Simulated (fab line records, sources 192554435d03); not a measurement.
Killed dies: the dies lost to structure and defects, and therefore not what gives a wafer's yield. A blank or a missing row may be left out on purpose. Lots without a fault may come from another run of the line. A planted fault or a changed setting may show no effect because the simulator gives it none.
Matching of chambers :: flow n5_finfet :: N5_DUMMY_GATE_CMP_04 on cmp-01: 4 sister chambers
The step polishes a-Si. 4 wafers are shown with their chamber, then 7 later ones without.

== WAFERS, EACH WITH ITS CHAMBER ==
wafer: L088.4
chamber: 3
motor_current_A (A): 9.5

wafer: L088.5
chamber: 0
motor_current_A (A): 10.4

wafer: L092.1
chamber: 2
motor_current_A (A): 7.6

wafer: L092.2
chamber: 1
motor_current_A (A): 10.5

== WAFERS WHOSE CHAMBER IS MISSING ==
wafer: L092.5
motor_current_A (A): 7.9

wafer: L093.3
motor_current_A (A): 7.5

wafer: L093.5
motor_current_A (A): 9.9

wafer: L093.6
motor_current_A (A): 7.5

wafer: L097.2
motor_current_A (A): 10.1

wafer: L097.3
motor_current_A (A): 10.4

wafer: L097.6
motor_current_A (A): 7.5

== THE CHAMBER EACH PASSED THROUGH ==
wafer: L092.5
from the rows above: 2
in truth: 2

wafer: L093.3
from the rows above: 2
in truth: 2

wafer: L093.5
from the rows above: can't be placed: 3 or 0 or 1
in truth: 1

wafer: L093.6
from the rows above: 2
in truth: 2

wafer: L097.2
from the rows above: can't be placed: 0 or 1 or 3
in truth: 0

wafer: L097.3
from the rows above: can't be placed: 0 or 1
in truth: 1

wafer: L097.6
from the rows above: 2
in truth: 2
Correct placement for 4 of the 7. Cannot be placed on the basis of these rows: 3; the candidates contain the true chamber in 3. Number placed wrongly: 0.
How it was worked out, from the rows above alone: a wafer's distance from a chamber is the root of the sum, over the readings, of the square of ((its reading less the chamber's mean) divided by the reading's scatter). The wafer belongs to the nearest chamber; if the next one is less than 2 further off, it can't be placed. For every chamber, the mean is computed from those of its wafers that are shown. The scatter: with one shown wafer a chamber, the root of the mean of the squares of how far each hidden wafer lies from its nearest shown one.
